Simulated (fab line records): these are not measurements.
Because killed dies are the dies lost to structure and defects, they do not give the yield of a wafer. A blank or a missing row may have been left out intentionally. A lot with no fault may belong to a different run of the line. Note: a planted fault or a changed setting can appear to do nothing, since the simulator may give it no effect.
Chamber matching + flow n5 finfet + uv cure-02 running N5_BEOL_M9_CURE_72: 3 sister chambers
The step cures SiCOH lowk, time 120 s. 14 wafers are shown with their chamber, then 7 later ones without.

WAFERS WITH THEIR CHAMBER
| wafer  | chamber | wafer_temp_C_max | lamp power pct (%) |
|--------|---------|------------------|--------------------|
| L222.2 | 1       | 371.3            | 52.30              |
| L222.3 | 1       | 372.3            | 52.27              |
| L222.6 | 1       | 371.3            | 52.25              |
| L228.2 | 1       | 372.2            | 52.41              |
| L228.3 | 1       | 371.7            | 52.31              |
| L228.5 | 1       | 372.1            | 52.23              |
| L229.1 | 2       | 370.8            | 52.32              |
| L229.3 | 2       | 371.6            | 52.33              |
| L229.6 | 2       | 371.2            | 52.24              |
| L231.1 | 2       | 371.6            | 52.26              |
| L231.2 | 2       | 371.8            | 52.29              |
| L231.6 | 2       | 371.3            | 52.32              |
| L233.1 | 0       | 371.6            | 52.29              |
| L233.3 | 0       | 371.5            | 52.40              |

SIGNATURES, as means of the wafers listed above
| reading          | chamber 0 | chamber 1 | chamber 2 | scatter within a chamber |
|------------------|-----------|-----------|-----------|--------------------------|
| wafer_temp_C_max | 371.550   | 371.817   | 371.383   | 0.389                    |
| lamp power pct   | 52.3450   | 52.2950   | 52.2933   | 0.0549                   |
Rule: distance of a wafer from a chamber = root of the sum over the readings of ((wafer's reading minus chamber's mean) / reading's scatter) squared. If the next closest chamber is less than 2 further off than the closest, the wafer can't be placed; otherwise it belongs to the closest. How the scatter is found: for the shown wafers, subtract from each reading the mean of its chamber, square and add these, divide the total by (wafers less chambers), then take the root.

WAFERS WHOSE CHAMBER IS MISSING
| wafer  | wafer_temp_C_max | lamp power pct (%) |
|--------|------------------|--------------------|
| L233.6 | 371.3            | 52.34              |
| L234.3 | 371.9            | 52.47              |
| L234.4 | 372.7            | 52.32              |
| L234.5 | 371.5            | 52.45              |
| L245.3 | 371.3            | 52.33              |
| L245.5 | 371.3            | 52.34              |
| L245.6 | 371.4            | 52.33              |

CHAMBER TAKEN BY EACH
| wafer  | from the rows above          | in truth |
|--------|------------------------------|----------|
| L233.6 | can't be placed: 0 or 2 or 1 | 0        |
| L234.3 | can't be placed: 0 or 1 or 2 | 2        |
| L234.4 | can't be placed: 1 or 0 or 2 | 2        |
| L234.5 | can't be placed: 0 or 2 or 1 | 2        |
| L245.3 | can't be placed: 0 or 2 or 1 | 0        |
| L245.5 | can't be placed: 0 or 2 or 1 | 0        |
| L245.6 | can't be placed: 0 or 2 or 1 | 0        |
Correctly placed: 0 of 7. Unplaceable from these rows: 7, with the true chamber sitting among the candidates in 7. Number placed wrongly: 0.
